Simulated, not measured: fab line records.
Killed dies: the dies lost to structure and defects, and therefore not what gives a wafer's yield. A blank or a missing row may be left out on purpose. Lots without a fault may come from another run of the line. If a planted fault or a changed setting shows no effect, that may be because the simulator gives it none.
fab line records	flow nand-harc
record lots=5	wafers=15	last-day=33
route steps=1302 shown THIN_TSV@1279 END@1301
lots with no fault: from the same line, run without faults
start-h: the number of hours between the record's first day and the start of the first shown wafer of the lot	wait-h: hours elapsed since this lot's preceding step	" as in the row above	L1.1+2: a row that stands for several wafers	- either no value or no given start	* or withheld: withheld	< > ~ a bound
route shown NAME@n: names a module that has steps shown in the file, with the first one's number in the route	usual: the fault-free wafers' mean and standard deviation	same: alike in all rows	chamber/n: place in a boat	sites: per-site readings	_std_site: how widely they spread, as a standard deviation	_edge_site: mean of outer sites minus mean of inner sites	radius-mm: how far each site lies from the wafer's centre	mask NAME#n: copy n	behind: the tool/chamber that last shaped the wafer	hold: what put the lot on hold/how long, in hours/how the hold closed	device: whichever transistor did not switch (one of n, p or np)	end of line: the route-end tests of the same wafers	a step without rows: its recipe alone	killed: count of dies lost to structure and defects at first sort (not the wafer's yield)	map: shows each die of a wafer: x if killed, . if not, _ if none is there
set.NAME: the setting as run; set.NAME@STEP: as run at that earlier step	model.NAME: the simulator's own value behind a step, which no gauge read
certain route steps with their lots: each step a table, each wafer a row
services: when a tool's chamber went out of use (start-h, in hours from the record's first day, below 0 if earlier), for how many hours, and the reason
## steps
# step NHARC_THIN_TSV_DEGAS_53
# recipe temp-c=300	time-s=60
# usual heater-power-w=477/68
lot.wafer	tool	chamber	start-h	wait-h	heater-power-w
L077.1	pvd-sputter-03	-	586.92	0.1	397
L077.3	"	-	"	"	634
L077.5	"	-	"	"	483
L085.1	pvd-sputter-03	-	665.13	0.1	475
L085.4	"	-	"	"	524
L085.5	"	-	"	"	396
L087.2	pvd-sputter-01	-	691.79	0.1	450
L087.6	"	-	"	"	450
L087.5	"	-	"	"	472
L091.3	pvd-sputter-01	-	719.76	0.1	469
L091.4	"	-	"	"	508
L091.5	"	-	"	"	468
L097.2	pvd-sputter-02	-	777.35	0.1	403
L097.3	"	-	"	"	400
L097.5	"	-	"	"	470
# step NHARC_THIN_TSV_PRE_CLEAN_54
# recipe time-s=30	temp-c=280	gas=H2/He
# usual heater-power-w=425/62
lot.wafer	tool	chamber	start-h	wait-h	heater-power-w
L077.3	pvd-sputter-03	-	586.99	0.0	416
L077.1	"	-	"	"	543
L077.5	"	-	"	"	473
L085.4	pvd-sputter-03	-	665.21	0.0	547
L085.1	"	-	"	"	342
L085.5	"	-	"	"	549
L087.2	pvd-sputter-01	-	691.86	0.1	394
L087.6	"	-	"	"	445
L087.5	"	-	"	"	391
L091.3	pvd-sputter-01	-	719.83	0.1	400
L091.4	"	-	"	"	389
L091.5	"	-	"	"	392
L097.3	pvd-sputter-02	-	777.41	0.0	409
L097.2	"	-	"	"	339
L097.5	"	-	"	"	346
# step NHARC_THIN_TSV_PVD_55
# recipe target-thk-a=500	material=TiN
lot.wafer	tool	chamber	start-h	wait-h
L077.1+3+5	pvd-sputter-03	-	587.05	0.0
L085.1+4+5	pvd-sputter-03	-	665.31	0.1
L087.2+6+5	pvd-sputter-01	-	691.95	0.1
L091.3+4+5	pvd-sputter-01	-	719.90	0.1
L097.2+3+5	pvd-sputter-02	-	777.49	0.1
# step NHARC_THIN_TSV_PVD_24
# recipe target-thk-a=8000	power-w=withheld	chamber-pressure-pa=withheld	substrate-temp-c=withheld	time-s=withheld	gas=Ar	material=Al
lot.wafer	tool	chamber	start-h	wait-h
L077.1+3+5	pvd-sputter-03	-	587.20	0.1
L085.4+1+5	pvd-sputter-03	-	665.55	0.2
L087.2+6+5	pvd-sputter-01	-	692.17	0.2
L091.4+3+5	pvd-sputter-01	-	720.11	0.1
L097.3+2+5	pvd-sputter-02	-	777.64	0.1
# step NHARC_THIN_TSV_DEHYDRATE_25
# recipe temp-c=150	time-s=120
lot.wafer	tool	chamber	start-h	wait-h
L077.1+3+5	litho-track-05	0	587.62	-
L085.1+4+5	litho-track-05	0	665.85	-
L087.2+5+6	litho-track-05	0	692.47	-
L091.3+4+5	litho-track-05	0	720.46	-
L097.2+3+5	litho-track-05	0	778.06	-
# step NHARC_THIN_TSV_HMDS_26
# recipe time-s=30
lot.wafer	tool	chamber	start-h	wait-h
L077.1+3+5	litho-track-05	0	-	-
L085.1+4+5	litho-track-05	0	-	-
L087.2+5+6	litho-track-05	0	-	-
L091.3+4+5	litho-track-05	0	-	-
L097.2+3+5	litho-track-05	0	-	-
# step NHARC_THIN_TSV_COAT_27
# recipe spin-rpm=*
lot.wafer	tool	chamber	start-h	wait-h
L077.1+3+5	litho-track-05	0	-	-
L085.1+4+5	litho-track-05	0	-	-
L087.2+5+6	litho-track-05	0	-	-
L091.3+4+5	litho-track-05	0	-	-
L097.2+3+5	litho-track-05	0	-	-
# step NHARC_THIN_TSV_SOFTBAKE_28
# recipe temp-c=122	time-s=95
lot.wafer	tool	chamber	start-h	wait-h
L077.1+3+5	litho-track-05	0	-	-
L085.1+4+5	litho-track-05	0	-	-
L087.2+5+6	litho-track-05	0	-	-
L091.3+4+5	litho-track-05	0	-	-
L097.2+3+5	litho-track-05	0	-	-
# step NHARC_THIN_TSV_EBR_29
lot.wafer	tool	chamber	start-h	wait-h
L077.1+3+5	litho-track-05	0	-	-
L085.1+4+5	litho-track-05	0	-	-
L087.2+5+6	litho-track-05	0	-	-
L091.3+4+5	litho-track-05	0	-	-
L097.2+3+5	litho-track-05	0	-	-
# step NHARC_THIN_TSV_EXPOSE_30
# recipe na=0.55	dose-mj=11.47	mask-id=PAD
lot.wafer	tool	chamber	start-h	wait-h	mask
L077.1+3+5	krf-scanner-03	0	587.89	-	PAD#0
L085.1+4+5	krf-scanner-04	0	665.99	-	PAD#0
L087.2+5+6	krf-scanner-01	0	692.62	-	PAD#0
L091.3+4+5	krf-scanner-03	0	720.74	-	PAD#0
L097.2+3+5	krf-scanner-03	0	778.33	-	PAD#0
# step NHARC_THIN_TSV_PEB_31
# recipe peb-temp-c=118	peb-time-s=85
lot.wafer	tool	chamber	start-h	wait-h
L077.1+3+5	litho-track-07	0	587.96	0.1
L085.1+4+5	litho-track-05	0	666.06	0.1
L087.2+5+6	litho-track-07	0	692.68	0.1
L091.3+4+5	litho-track-02	0	720.80	0.1
L097.2+3+5	litho-track-05	0	778.39	0.1
# step NHARC_THIN_TSV_DEVELOP_32
# recipe time-s=70
lot.wafer	tool	chamber	start-h	wait-h
L077.1+3+5	litho-track-07	0	-	-
L085.1+4+5	litho-track-05	0	-	-
L087.2+5+6	litho-track-07	0	-	-
L091.3+4+5	litho-track-02	0	-	-
L097.2+3+5	litho-track-05	0	-	-
# step NHARC_THIN_TSV_CD_MEAS_33
# recipe target-cd-nm=5000	landing-energy-ev=500
# usual cd-nm=4999.8/2.9
lot.wafer	tool	chamber	start-h	wait-h	cd-nm
L077.1	cd-sem-03	0	588.05	-	5000.9
L077.3	"	0	"	"	5001.2
L077.5	"	0	"	"	5002.2
L085.1	cd-sem-01	0	666.15	-	4998.0
L085.4	"	0	"	"	4998.8
L085.5	"	0	"	"	4999.2
L087.2	cd-sem-01	0	692.77	-	5002.7
L087.5	"	0	"	"	4998.8
L087.6	"	0	"	"	4995.6
L091.3	cd-sem-03	0	720.89	-	4998.8
L091.4	"	0	"	"	4996.7
L091.5	"	0	"	"	4997.4
L097.2	cd-sem-03	0	778.48	-	4998.2
L097.3	"	0	"	"	4999.7
L097.5	"	0	"	"	4996.3
# step NHARC_THIN_TSV_HARDBAKE_34
# recipe temp-c=125	time-s=80
lot.wafer	tool	chamber	start-h	wait-h
L077.1+3+5	litho-track-02	0	588.13	-
L085.1+4+5	litho-track-07	0	666.23	-
L087.2+5+6	litho-track-02	0	692.85	-
L091.3+4+5	litho-track-07	0	720.97	-
L097.2+3+5	litho-track-02	0	778.56	-
# step NHARC_THIN_TSV_DESCUM_35
# recipe time-s=3	o2-flow-sccm=200	ar-flow-sccm=0	bias-power-w=0	chemistry=O2
# usual drypump-motor-current-A=5.9/0.45	oes-product-au=1.004/0.011	rf-vpp-V=58.0/0.83	showerhead-plenum-p-Torr=1.95/0.079	throttle-valve-pct=11.312/0.01
lot.wafer	tool	chamber	start-h	wait-h	drypump-motor-current-A	oes-product-au	rf-hours-counter-h	rf-vpp-V	showerhead-plenum-p-Torr	throttle-valve-pct
L077.1	rie-diel-04	3	588.23	-	6.0	1.018	4.1	57.1	2.04	11.297
L077.3	"	0	"	"	6.4	1.008	3.5	59.4	2.01	11.294
L077.5	"	2	"	"	6.5	0.996	-	58.4	1.86	11.335
L085.1	rie-diel-04	3	666.32	-	5.9	1.000	8.6	58.8	2.04	11.299
L085.4	"	2	"	"	6.5	1.001	8.4	58.8	1.86	11.303
L085.5	"	3	"	"	5.9	1.011	-	58.7	2.04	11.303
L087.2	rie-diel-05	3	692.97	-	6.8	1.004	4.2	58.6	1.96	11.308
L087.5	"	0	"	"	5.3	1.005	-	57.5	2.00	11.326
L087.6	"	1	"	"	5.7	0.989	-	57.6	2.00	11.309
L091.4	rie-diel-05	3	721.05	-	6.7	1.001	6.1	58.1	1.96	11.312
L091.3	"	2	"	"	6.0	1.012	6.4	58.2	2.06	11.324
L091.5	"	0	"	"	5.2	1.012	-	58.0	1.99	11.303
L097.2	rie-diel-04	0	778.64	-	6.4	0.982	2.9	58.0	2.01	11.312
L097.3	"	1	"	"	5.2	1.016	3.4	58.6	1.89	11.310
L097.5	"	1	"	"	5.2	1.014	-	58.6	1.89	11.292
# step NHARC_THIN_TSV_ETCH_59
# recipe target-depth-a=8800	icp-w=900	bias-w=100	Cl2_flow_sccm=60	bcl3-flow-sccm=30	time-s=138.1	chemistry=Cl2/BCl3
# usual bcl3-flow-sccm=30.00/0.093	drypump-motor-current-A=5.66/0.24	oes-product-au=0.993/0.014	throttle-valve-pct=22.265/0.0085
lot.wafer	tool	chamber	start-h	wait-h	bcl3-flow-sccm	drypump-motor-current-A	oes-product-au	rf-hours-counter-h	throttle-valve-pct
L077.1	rie-metal-01	1	588.37	0.1	30.14	6.09	0.979	0.1	22.263
L077.3	"	0	"	"	29.86	5.69	1.027	-	22.252
L077.5	"	0	"	"	30.05	5.67	1.020	-	22.263
L085.1	rie-metal-03	1	666.49	0.2	29.91	5.33	0.984	2.8	22.273
L085.4	"	1	"	"	30.06	5.31	0.983	-	22.277
L085.5	"	0	"	"	29.96	5.76	1.019	-	22.269
L087.2	rie-metal-03	1	693.09	0.1	30.01	5.34	0.984	3.5	22.255
L087.6	"	0	"	"	29.90	5.79	0.998	-	22.258
L087.5	"	1	"	"	30.01	5.34	0.996	-	22.245
L091.4	rie-metal-01	1	721.27	0.2	30.18	6.07	0.991	-	22.270
L091.3	"	0	"	"	30.05	5.67	1.012	-	22.268
L091.5	"	1	"	"	30.01	6.07	0.987	-	22.276
L097.2	rie-metal-02	1	778.77	0.1	29.97	5.42	0.989	2.9	22.282
L097.3	"	0	"	"	29.94	5.81	0.985	-	22.282
L097.5	"	1	"	"	29.80	5.47	0.980	-	22.268
# step NHARC_THIN_TSV_ETCH_36
# recipe target-depth-a=650	over-etch-frac=0.3	time-s=18.571	ion-energy-ev=150	chemistry=Cl2/BCl3
# usual drypump-motor-current-A=5.65/0.25	oes-product-au=0.995/0.015
lot.wafer	tool	chamber	start-h	wait-h	drypump-motor-current-A	oes-product-au	rf-hours-counter-h
L077.1	rie-metal-01	0	588.59	0.2	5.69	1.018	0.2
L077.3	"	1	"	"	6.09	0.982	-
L077.5	"	1	"	"	6.10	0.986	-
L085.1	rie-metal-03	1	666.72	0.2	5.34	0.982	3.0
L085.4	"	1	"	"	5.33	0.982	-
L085.5	"	0	"	"	5.75	1.017	-
L087.2	rie-metal-03	1	693.32	0.2	5.33	0.982	3.6
L087.6	"	0	"	"	5.76	1.008	-
L087.5	"	1	"	"	5.32	0.985	-
L091.4	rie-metal-01	1	721.53	0.2	6.10	1.005	-
L091.3	"	0	"	"	5.67	1.026	-
L091.5	"	0	"	"	5.64	1.012	-
L097.2	rie-metal-02	1	779.03	0.2	5.44	0.979	3.0
L097.3	"	0	"	"	5.82	0.984	-
L097.5	"	0	"	"	5.83	0.987	-
# step NHARC_THIN_TSV_STRIP_56
# recipe power-w=1500	temp-c=250	chemistry=O2
# usual drypump-motor-current-A=5.3/0.37	heater-power-w=347/10
lot.wafer	tool	chamber	start-h	wait-h	drypump-motor-current-A	heater-power-w	rf-hours-counter-h
L077.1	plasma-asher-02	1	588.76	0.2	4.7	353	52
L077.3	"	1	"	"	4.7	353	-
L077.5	"	0	"	"	5.4	323	-
L085.1	plasma-asher-01	0	666.82	0.1	5.5	351	30
L085.4	"	0	"	"	5.5	345	-
L085.5	"	0	"	"	5.5	342	-
L087.2	plasma-asher-02	0	693.41	0.1	5.4	344	16
L087.6	"	0	"	"	5.4	335	-
L087.5	"	1	"	"	4.7	360	-
L091.3	plasma-asher-01	0	721.71	0.2	5.5	359	-
L091.4	"	1	"	"	5.6	336	-
L091.5	"	1	"	"	5.6	340	-
L097.2	plasma-asher-01	1	779.17	0.1	5.6	336	15
L097.3	"	0	"	"	5.6	365	-
L097.5	"	0	"	"	5.5	365	-
# step NHARC_THIN_TSV_STRIP_57
# recipe time-s=1200	temp-c=72.5	chemistry=post-etch-residue-remover
lot.wafer	tool	chamber	start-h	wait-h
L077.5+1+3	wet-bench-08	7,0,2	589.07	0.1
L085.1+4+5	wet-bench-08	0,2,3	667.21	0.3
L087.6+2+5	wet-bench-08	0,2,5	693.76	0.1
L091.3+4+5	wet-bench-08	7,0,1	721.96	0.2
L097.2+3+5	wet-bench-08	1,3,4	779.50	0.3
# step NHARC_THIN_TSV_CD_MEAS_37
# usual cd-nm=5001/4.3
lot.wafer	tool	chamber	start-h	wait-h	cd-nm
L077.1	cd-sem-01	-	589.50	-	5006
L077.3	"	-	"	"	4999
L077.5	"	-	"	"	5002
L085.1	cd-sem-03	-	667.64	-	5000
L085.4	"	-	"	"	5001
L085.5	"	-	"	"	4999
L087.2	cd-sem-01	-	694.21	-	5003
L087.5	"	-	"	"	5003
L087.6	"	-	"	"	5001
L091.3	cd-sem-01	-	722.41	-	5003
L091.4	"	-	"	"	5001
L091.5	"	-	"	"	4998
L097.2	cd-sem-03	-	779.92	-	5004
L097.3	"	-	"	"	4998
L097.5	"	-	"	"	4995
# step NHARC_THIN_TSV_ANNEAL_58
# recipe temp-c=400	time-s=1800
lot.wafer	tool	chamber	start-h	wait-h
L077.1+3+5	furnace-02	0	592.57	3.1
L085.1+4+5	furnace-08	0	672.22	4.6
L087.2+5+6	furnace-03	0	696.03	1.8
L091.3+4+5	furnace-03	0	725.48	3.1
L097.2+3+5	furnace-08	0	783.07	3.1
# step NHARC_THIN_TSV_INSPECT_40
# usual raw-defect-count=559/80
lot.wafer	tool	chamber	start-h	wait-h	raw-defect-count
L077.1	defect-inspect-01	-	594.01	0.4	420
L077.3	"	-	"	"	686
L077.5	"	-	"	"	482
L085.1	defect-inspect-01	-	673.66	0.4	686
L085.4	"	-	"	"	639
L085.5	"	-	"	"	703
L087.2	defect-inspect-01	-	697.48	0.4	514
L087.5	"	-	"	"	541
L087.6	"	-	"	"	501
L091.3	defect-inspect-01	-	726.93	0.4	739
L091.4	"	-	"	"	553
L091.5	"	-	"	"	477
L097.2	defect-inspect-01	-	784.51	0.4	469
L097.3	"	-	"	"	583
L097.5	"	-	"	"	556
# step NHARC_END_WLT_00
# usual VT_DECK1_BOTTOM=0.873/0.0081	VT_DECK1_BOTTOM_INNER=0.873/0.0079	VT_DECK1_MEDIAN_NEAR_BOTTOM=0.875/0.0083	VT_DECK1_MEDIAN_NEAR_BOTTOM_INNER=0.874/0.0082	VT_DECK1_MIDDLE=0.886/0.0071	VT_DECK1_MIDDLE_INNER=0.887/0.007	VT_DECK1_TOP=0.898/0.0068	VT_DECK1_TOP_INNER=0.898/0.007	VT_DECK2_BOTTOM=0.876/0.0077	VT_DECK2_BOTTOM_INNER=0.877/0.0078	VT_DECK2_MEDIAN_NEAR_BOTTOM=0.877/0.0083	VT_DECK2_MEDIAN_NEAR_BOTTOM_INNER=0.877/0.0077	VT_DECK2_MIDDLE=0.888/0.0067	VT_DECK2_MIDDLE_INNER=0.889/0.007	VT_DECK2_TOP=0.900/0.0071	VT_DECK2_TOP_INNER=0.899/0.0065
lot.wafer	tool	chamber	start-h	wait-h	VT_DECK1_BOTTOM	VT_DECK1_BOTTOM_INNER	VT_DECK1_MEDIAN_NEAR_BOTTOM	VT_DECK1_MEDIAN_NEAR_BOTTOM_INNER	VT_DECK1_MIDDLE	VT_DECK1_MIDDLE_INNER	VT_DECK1_TOP	VT_DECK1_TOP_INNER	VT_DECK2_BOTTOM	VT_DECK2_BOTTOM_INNER	VT_DECK2_MEDIAN_NEAR_BOTTOM	VT_DECK2_MEDIAN_NEAR_BOTTOM_INNER	VT_DECK2_MIDDLE	VT_DECK2_MIDDLE_INNER	VT_DECK2_TOP	VT_DECK2_TOP_INNER
L077.1	prober-01	-	601.89	7.9	0.873	0.870	0.875	0.886	0.887	0.887	0.902	0.910	0.883	0.893	0.881	0.893	0.898	0.889	0.897	0.902
L077.3	"	-	602.90	8.9	0.879	0.890	0.885	0.882	0.899	0.897	0.912	0.915	0.884	0.876	0.879	0.877	0.886	0.894	0.908	0.903
L077.5	"	-	603.91	9.9	0.878	0.879	0.889	0.879	0.904	0.893	0.909	0.907	0.886	0.871	0.884	0.879	0.892	0.888	0.903	0.903
L085.1	prober-02	-	673.72	0.1	0.871	0.868	0.869	0.861	0.883	0.889	0.898	0.891	0.876	0.877	0.871	0.876	0.891	0.888	0.904	0.891
L085.4	"	-	675.22	1.6	0.866	0.869	0.873	0.869	0.885	0.881	0.892	0.896	0.883	0.875	0.889	0.879	0.892	0.888	0.901	0.910
L085.5	"	-	"	"	0.877	0.878	0.883	0.878	0.881	0.886	0.892	0.903	0.877	0.882	0.878	0.887	0.894	0.899	0.900	0.896
L087.2	prober-01	-	698.03	0.6	0.872	0.864	0.873	0.878	0.885	0.886	0.894	0.900	0.875	0.882	0.874	0.888	0.887	0.890	0.894	0.897
L087.5	"	-	699.54	2.1	0.872	0.870	0.873	0.870	0.884	0.886	0.886	0.893	0.884	0.884	0.882	0.884	0.889	0.898	0.902	0.899
L087.6	"	-	"	"	0.872	0.868	0.873	0.871	0.880	0.878	0.889	0.894	0.873	0.875	0.879	0.877	0.894	0.891	0.903	0.911
L091.3	prober-02	-	728.02	1.1	0.877	0.876	0.879	0.882	0.884	0.886	0.905	0.900	0.873	0.870	0.871	0.870	0.887	0.882	0.902	0.900
L091.4	"	-	"	"	0.880	0.874	0.883	0.881	0.892	0.887	0.900	0.897	0.880	0.868	0.874	0.873	0.896	0.887	0.895	0.896
L091.5	"	-	"	"	0.871	0.871	0.882	0.879	0.887	0.889	0.900	0.900	0.878	0.876	0.878	0.871	0.888	0.895	0.907	0.897
L097.2	prober-02	-	785.08	0.6	0.886	0.874	0.877	0.885	0.888	0.900	0.898	0.899	0.867	0.869	0.878	0.872	0.879	0.877	0.880	0.892
L097.3	"	-	"	"	0.888	0.885	0.879	0.883	0.904	0.901	0.903	0.906	0.875	0.872	0.878	0.875	0.872	0.881	0.889	0.886
L097.5	"	-	786.58	2.1	0.876	0.868	0.882	0.868	0.886	0.887	0.907	0.903	0.872	0.863	0.858	0.867	0.874	0.878	0.882	0.890
# step NHARC_END_SORT_01
# recipe temp-c=25
# usual defect-limited-yield=90.6/2.5	killed-at-array=59/17	killed-at-other=0.9/1.6	killed-at-periphery=3.7/2.3	killed-dies=64/17	killed-open=3.3/1.8	killed-short=2.4/1.6
# same gross-dies=677
lot.wafer	tool	chamber	start-h	wait-h	defect-limited-yield[%]	killed-at-array	killed-at-other	killed-at-periphery	killed-dies	killed-open	killed-short
L085.1	prober-02	0	676.72	2.5	88.0	80	1	0	81	2	1
L085.4	prober-02	0	679.10	3.4	85.2	93	0	7	100	4	2
L085.5	prober-02	0	679.89	3.7	86.6	89	0	2	91	6	1
L091.3	prober-02	0	731.64	3.1	89.1	70	0	4	74	3	2
L091.4	prober-02	0	732.43	3.4	89.4	69	0	3	72	2	4
L091.5	prober-02	0	733.22	3.7	89.1	67	1	6	74	4	0
# killed by level:class
L085.1 A_SLIT:chamber-film-flake=30 A_CHANNEL_HOLE_D1:chamber-film-flake=27 A_CHANNEL_HOLE_D2:chamber-film-flake=16 A_STAIRCASE:chamber-film-flake=3 A_CHANNEL_FILL_D1:geometric-particle:open=1 A_M1:geometric-particle:open=1 STARTING-WAFER:geometric-particle:short=1 A_CHANNEL_FILL_D2:chamber-film-flake=1
L085.4 A_SLIT:chamber-film-flake=34 A_CHANNEL_HOLE_D1:chamber-film-flake=30 A_CHANNEL_HOLE_D2:chamber-film-flake=17 A_STAIRCASE:chamber-film-flake=5 P_ZERO_WELL:chamber-film-flake=3 A_CHANNEL_FILL_D1:geometric-particle:open=2 P_GATE:chamber-film-flake=2 P_CONTACT:geometric-particle:open=1
L085.5 A_CHANNEL_HOLE_D1:chamber-film-flake=37 A_SLIT:chamber-film-flake=26 A_CHANNEL_HOLE_D2:chamber-film-flake=12 A_STAIRCASE:chamber-film-flake=5 P_CONTACT:geometric-particle:open=1 A_CHANNEL_FILL_D1:geometric-particle:open=1 A_DECK1_JOINT:geometric-particle:open=1 A_ONON_D2:geometric-particle:short=1
L091.3 A_SLIT:chamber-film-flake=35 A_CHANNEL_HOLE_D1:chamber-film-flake=24 A_SGD_CUT:chamber-film-flake=3 A_ONON_D1:geometric-particle:short=2 A_CONTACT:chamber-film-flake=2 P_CONTACT:geometric-particle:open=1 A_CHANNEL_FILL_D1:geometric-particle:open=1 A_M0:geometric-particle:open=1
L091.4 A_SLIT:chamber-film-flake=33 A_CHANNEL_HOLE_D1:chamber-film-flake=22 A_WL_FILL:geometric-particle:short=2 A_STAIRCASE:chamber-film-flake=2 A_SGD_CUT:chamber-film-flake=2 A_CONTACT:chamber-film-flake=2 P_M0:geometric-particle:open=1 A_CHANNEL_FILL_D1:geometric-particle:short=1
L091.5 A_CHANNEL_HOLE_D1:chamber-film-flake=29 A_SLIT:chamber-film-flake=26 P_STI:chamber-film-flake=5 A_CONTACT:chamber-film-flake=5 A_CHANNEL_FILL_D1:geometric-particle:open=2 A_SGD_CUT:chamber-film-flake=2 A_ONON_D2:geometric-particle:open=1 A_CONTACT:geometric-particle:open=1
## services
tool	chamber	start-h	hours	kind
rie-metal-01	0	568.16	15.5	repair
pvd-sputter-03	-	569.74	2.8	repair
rie-metal-01	-	575.00	9.0	pm
litho-track-02	-	577.00	7.0	pm
pvd-sputter-01	-	580.09	11.7	repair
pvd-sputter-02	-	587.54	8.2	repair
pvd-sputter-01	-	591.83	10.0	pm
litho-track-07	-	601.00	7.0	pm
pvd-sputter-02	-	642.12	10.0	pm
pvd-sputter-01	-	643.25	2.5	repair
wet-bench-08	-	646.40	8.0	pm
litho-track-05	-	649.00	7.0	pm
pvd-sputter-02	-	662.99	6.1	repair
wet-bench-08	-	677.18	0.7	repair
rie-metal-03	-	696.00	9.0	pm
pvd-sputter-01	-	701.79	1.4	repair
pvd-sputter-03	-	704.04	10.0	pm
wet-bench-08	-	711.54	3.3	repair
pvd-sputter-03	-	721.76	3.4	repair
litho-track-02	-	752.00	7.0	pm
rie-metal-01	-	752.00	9.0	pm
pvd-sputter-03	-	757.94	5.6	repair
pvd-sputter-01	-	769.83	10.0	pm
litho-track-07	-	776.00	7.0	pm
## key
fault none
